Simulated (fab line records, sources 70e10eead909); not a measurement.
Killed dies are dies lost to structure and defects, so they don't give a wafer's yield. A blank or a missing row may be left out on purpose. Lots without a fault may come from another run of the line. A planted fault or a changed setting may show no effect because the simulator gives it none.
Chamber matching | flow nand_harc | NHARC_A_CONTACT_ETCH_110 on rie_diel-05: 4 sister chambers
The step etches the open film in CF4/O2, target depth 60 nm, overetch 6 nm, time 33 s. 14 wafers are shown with their chamber, then 7 later ones without.

WAFERS WITH THEIR CHAMBER
wafer  | chamber | showerhead_plenum_p_Torr (Torr) | rf_vpp_V (V) | rf_fwd_power_W (W)
L075.1 | 3       | 1.25                            | 195.4        | 296.2
L075.5 | 3       | 1.25                            | 197.2        | 295.9
L075.6 | 0       | 1.25                            | 196.2        | 294.5
L077.2 | 1       | 1.27                            | 196.5        | 295.2
L077.5 | 3       | 1.25                            | 196.2        | 296.9
L077.6 | 2       | 1.35                            | 198.2        | 295.5
L079.3 | 3       | 1.25                            | 194.9        | 295.9
L079.5 | 0       | 1.25                            | 197.0        | 296.3
L079.6 | 1       | 1.27                            | 195.0        | 294.8
L085.2 | 2       | 1.34                            | 198.4        | 295.6
L085.3 | 3       | 1.24                            | 194.7        | 296.3
L085.4 | 1       | 1.26                            | 196.5        | 294.0
L091.1 | 1       | 1.26                            | 196.8        | 295.5
L091.3 | 3       | 1.24                            | 195.3        | 296.4

SIGNATURES (means of the wafers above)
reading                  | chamber 0 | chamber 1 | chamber 2 | chamber 3 | scatter within a chamber
showerhead_plenum_p_Torr | 1.2500    | 1.2650    | 1.3450    | 1.2467    | 0.00532
rf_vpp_V                 | 196.600   | 196.200   | 198.300   | 195.617   | 0.817
rf_fwd_power_W           | 295.400   | 294.875   | 295.550   | 296.267   | 0.599
Rule: a wafer's distance from a chamber is the root of the sum, over the readings, of the square of ((its reading less the chamber's mean) divided by the reading's scatter). The wafer belongs to the nearest chamber; if the next one is less than 2 further off, it can't be placed. The scatter: the root of (the sum of the squares of (reading less its chamber's mean) over the shown wafers, divided by (wafers less chambers)).

WAFERS WITHOUT THEIR CHAMBER
wafer  | showerhead_plenum_p_Torr (Torr) | rf_vpp_V (V) | rf_fwd_power_W (W)
L091.4 | 1.24                            | 196.8        | 296.9
L088.2 | 1.34                            | 198.6        | 295.4
L088.3 | 1.24                            | 196.3        | 295.5
L088.5 | 1.34                            | 197.4        | 296.4
L096.1 | 1.24                            | 196.4        | 298.1
L096.5 | 1.34                            | 198.1        | 295.4
L096.6 | 1.26                            | 197.3        | 295.6

WHICH CHAMBER EACH WENT THROUGH
wafer  | from the rows above          | in truth
L091.4 | can't be placed: 3 or 0      | 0
L088.2 | 2                            | 2
L088.3 | can't be placed: 0 or 3      | 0
L088.5 | 2                            | 2
L096.1 | can't be placed: 3 or 0      | 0
L096.5 | 2                            | 2
L096.6 | can't be placed: 1 or 0 or 3 | 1
Placed correctly: 3 of 7. Can't be placed from these rows: 4 (the true chamber is among the candidates in 4). Placed wrongly: 0.
